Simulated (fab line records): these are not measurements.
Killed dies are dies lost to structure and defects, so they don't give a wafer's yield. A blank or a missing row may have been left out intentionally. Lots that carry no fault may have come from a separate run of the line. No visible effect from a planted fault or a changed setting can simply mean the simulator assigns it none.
Which tool is to blame? ; flow nand-harc ; 22 lots with 66 wafers sampled at 2 steps, on a route of 1302 steps

WHAT THE GAUGES READ, wafer by wafer
NHARC_P_M1_THK_MEAS_24: measures by xrf. Usual: thk-nm at 157.8 nm, with a standard deviation of 1.4.
lot;measured;on;thk-nm (nm);flag
L074;day 6 07:44;film-metro-02;158.0 158.0 158.2;
L075;day 6 17:39;film-metro-01;158.6 157.2 159.2;
L076;day 7 07:40;film-metro-02;156.9 158.1 157.3;
L077;day 7 08:37;film-metro-02;158.1 156.6 156.5;
L078;day 8 02:45;film-metro-01;158.7 157.4 159.6;
L079;day 8 08:31;film-metro-02;159.5 156.4 155.1;
L080;day 8 22:11;film-metro-02;157.9 159.5 159.7;
L081;day 9 00:58;film-metro-02;159.3 156.7 159.5;
L082;day 9 14:37;film-metro-02;157.6 158.2 158.4;
L083;day 9 22:51;film-metro-01;158.4 158.2 156.9;
L084;day 10 15:41;film-metro-02;157.6 157.2 158.7;
L085;day 10 23:26;film-metro-02;159.3 157.9 158.4;
L086;day 11 09:26;film-metro-01;158.8 156.4 158.1;
L087;day 11 13:16;film-metro-01;158.2 157.5 159.0;
L088;day 12 12:04;film-metro-01;158.9 159.5 156.4;
L090;day 13 06:16;film-metro-01;157.0 158.5 158.2;
L091;day 13 13:34;film-metro-01;155.2 157.5 159.1;
L092;day 13 15:24;film-metro-02;156.0 157.6 154.4;
L093;day 14 04:49;film-metro-01;156.0 155.4 158.1;
L094;day 14 21:17;film-metro-02;159.2 158.8 157.4;
L096;day 15 10:07;film-metro-02;156.9 158.4 157.2;
L097;day 16 03:58;film-metro-01;160.2 159.0 157.5;

EACH LOT AND THE TOOL THAT RAN IT (in order: tool; ch and the chambers of the sampled wafers; start)
lot;NHARC_P_CONTACT_ETCH_31
L074;rie-diel-09 ch 1,2,3, day 6 07:44 or earlier
L075;rie-diel-09 ch 0,2, day 6 17:39 or earlier
L076;rie-diel-11 ch 1,3, day 7 07:40 or earlier
L077;rie-diel-09 ch 2,3, day 7 08:37 or earlier
L078;rie-diel-09 ch 0,1,2, day 8 02:45 or earlier
L079;rie-diel-11 ch 0,1,2, day 8 08:31 or earlier
L080;rie-diel-09 ch 0,1,3, day 8 22:11 or earlier
L081;rie-diel-08 ch 0,2, day 9 00:58 or earlier
L082;rie-diel-11 ch 0,1,2, day 9 14:37 or earlier
L083;rie-diel-08 ch 0,2, day 9 22:51 or earlier
L084;rie-diel-08 ch 0,2,3, day 10 15:41 or earlier
L085;rie-diel-09 ch 0,1,3, day 10 23:26 or earlier
L086;rie-diel-11 ch 1,2, day 11 09:26 or earlier
L087;rie-diel-09 ch 1,2,3, day 11 13:16 or earlier
L088;rie-diel-11 ch 0,1,2, day 12 12:04 or earlier
L090;rie-diel-09 ch 0,2, day 13 06:16 or earlier
L091;rie-diel-09 ch 0,2, day 13 13:34 or earlier
L092;rie-diel-11 ch 0,1,3, day 13 15:24 or earlier
L093;rie-diel-09 ch 0,1,3, day 14 04:49 or earlier
L094;rie-diel-08 ch 0,1,2, day 14 21:17 or earlier
L096;rie-diel-11 ch 0,3, day 15 10:07 or earlier
L097;rie-diel-09 ch 0,2,3, day 16 03:58 or earlier
- NHARC_P_CONTACT_ETCH_31: etches the open film in CH3F/O2, target depth 30 nm, time 85.7 s.

AS READ BY THE TOOLS THEMSELVES (means over the sampled wafers that have a number; for cases with no such wafer, the mark the record gives instead)
NHARC_P_CONTACT_ETCH_31. Usual: drypump-motor-current-A 5.8 A, standard deviation 0.4; o2-flow-sccm 30.01 sccm, standard deviation 0.08; oes-product-au 0.974 a.u., standard deviation 0.014; rf-vpp-V 244.5 V, standard deviation 1.6; showerhead-plenum-p-Torr 2.46 Torr, standard deviation 0.09; throttle-valve-pct 20.663 %, standard deviation 0.0085.
lot;tool;drypump-motor-current-A (A);o2-flow-sccm (sccm);oes-product-au (a.u.);rf-vpp-V (V);showerhead-plenum-p-Torr (Torr);throttle-valve-pct (%);flag
L074;rie-diel-09;6.1;30.06;0.990;243.5;2.39;20.657;
L075;rie-diel-09;5.8;29.99;0.966;244.0;2.42;20.663;
L076;rie-diel-11;6.1;29.99;0.965;245.7;2.50;20.662;
L077;rie-diel-09;5.9;30.02;0.979;243.3;2.39;20.664;
L078;rie-diel-09;5.9;30.00;0.975;244.2;2.42;20.661;
L079;rie-diel-11;5.6;29.98;0.971;246.0;2.54;20.662;
L080;rie-diel-09;6.1;29.98;0.952;244.4;2.43;20.671;
L081;rie-diel-08;6.0;30.02;0.983;245.8;2.59;20.662;
L082;rie-diel-11;5.6;30.04;0.964;245.5;2.54;20.659;
L083;rie-diel-08;5.9;30.09;0.995;246.6;2.58;20.670;
L084;rie-diel-08;5.7;30.07;0.986;244.9;2.51;20.657;
L085;rie-diel-09;6.1;30.02;0.966;243.6;2.43;20.658;
L086;rie-diel-11;5.5;30.02;0.977;247.4;2.60;20.664;
L087;rie-diel-09;6.1;30.01;0.980;243.2;2.39;20.657;
L088;rie-diel-11;5.6;30.09;0.985;245.2;2.54;20.666;
L090;rie-diel-09;5.8;29.97;0.964;244.4;2.45;20.662;
L091;rie-diel-09;5.7;30.09;0.972;243.5;2.45;20.662;
L092;rie-diel-11;5.9;29.97;0.962;244.4;2.46;20.666;
L093;rie-diel-09;6.1;29.96;0.970;243.4;2.42;20.670;
L094;rie-diel-08;6.0;30.05;0.962;244.5;2.51;20.671;
L096;rie-diel-11;5.6;29.92;0.984;242.9;2.43;20.666;
L097;rie-diel-09;5.9;30.01;0.966;243.4;2.42;20.662;

THE ANSWER, worked out from the rows above alone
Rule: take the mean of a lot's wafers that have a number; if it is more than 3 standard deviations from the usual mean, the lot is off. Also off: a lot with no number at a reading for which 4 or more lots have one. Where the step has rows for the other lots, those lots are counted as sound. The gauges are gone through in route order, then the tools' own readings, and for those a lot's mean is taken as printed above. The first step at which some lot is off is used, and at that step the reading that is off furthest; a lot without a number counts as furthest.
Across all readings shown, no lot is off: no conclusion can be drawn from this.

WHAT WAS PUT IN BY THE SIMULATOR
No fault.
